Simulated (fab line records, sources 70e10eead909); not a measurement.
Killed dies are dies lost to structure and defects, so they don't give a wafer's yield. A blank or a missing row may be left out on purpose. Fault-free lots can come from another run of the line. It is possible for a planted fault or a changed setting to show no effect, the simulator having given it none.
Matching of chambers | flow nand_harc | NHARC_P_GATE_ALD_36 on ald_sin-02: 4 sister chambers
The step deposits SiNx, target thk 20 nm, pulse time 60 s, ald cycles 223. 18 wafers are shown with their chamber, then 9 later ones without.

== EACH WAFER AND ITS CHAMBER ==
wafer  | chamber | heater_power_w (W) | precursor_pulse_height_rel
L075.3 | 0       | 864                | 0.977
L075.1 | 1       | 802                | 0.990
L075.6 | 3       | 805                | 1.012
L078.4 | 1       | 774                | 0.977
L078.6 | 0       | 898                | 0.994
L078.5 | 1       | 762                | 1.004
L081.2 | 3       | 804                | 1.016
L081.1 | 0       | 907                | 0.998
L081.4 | 1       | 789                | 0.974
L081.3 | 2       | 883                | 0.989
L081.5 | 3       | 793                | 0.988
L081.6 | 0       | 874                | 0.997
L084.3 | 0       | 859                | 1.008
L084.2 | 1       | 749                | 1.023
L084.5 | 0       | 904                | 0.979
L086.3 | 0       | 922                | 1.001
L086.1 | 1       | 751                | 0.987
L086.2 | 2       | 867                | 1.006

SIGNATURES (means of the wafers above)
reading                    | chamber 0 | chamber 1 | chamber 2 | chamber 3 | scatter within a chamber
heater_power_w             | 889.71    | 771.17    | 875.00    | 800.67    | 20.6
precursor_pulse_height_rel | 0.99343   | 0.99250   | 0.99750   | 1.00533   | 0.0148
Rule: for a wafer and a chamber, the distance is found by dividing, reading by reading, the gap between the wafer's reading and the chamber's mean by the reading's scatter, squaring, summing and taking the root. The wafer belongs to the nearest chamber; if the next one is less than 2 further off, it can't be placed. How the scatter is found: for the shown wafers, subtract from each reading the mean of its chamber, square and add these, divide the total by (wafers less chambers), then take the root.

== WAFERS WITH NO CHAMBER GIVEN ==
wafer  | heater_power_w (W) | precursor_pulse_height_rel
L089.3 | 788                | 1.001
L089.6 | 908                | 0.959
L089.5 | 762                | 1.009
L091.1 | 887                | 0.975
L091.2 | 800                | 1.026
L091.5 | 871                | 1.017
L094.4 | 916                | 0.999
L094.1 | 742                | 0.969
L094.6 | 752                | 1.003

== WHICH CHAMBER EACH ONE RAN IN ==
wafer  | from the rows above     | in truth
L089.3 | can't be placed: 3 or 1 | 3
L089.6 | can't be placed: 0 or 2 | 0
L089.5 | can't be placed: 1 or 3 | 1
L091.1 | can't be placed: 0 or 2 | 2
L091.2 | can't be placed: 3 or 1 | 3
L091.5 | can't be placed: 2 or 0 | 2
L094.4 | can't be placed: 0 or 2 | 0
L094.1 | can't be placed: 1 or 3 | 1
L094.6 | can't be placed: 1 or 3 | 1
Placed correctly: 0 of 9. From these rows, 9 cannot be placed; in 9 the true chamber is one of the candidates. 0 placed wrongly.
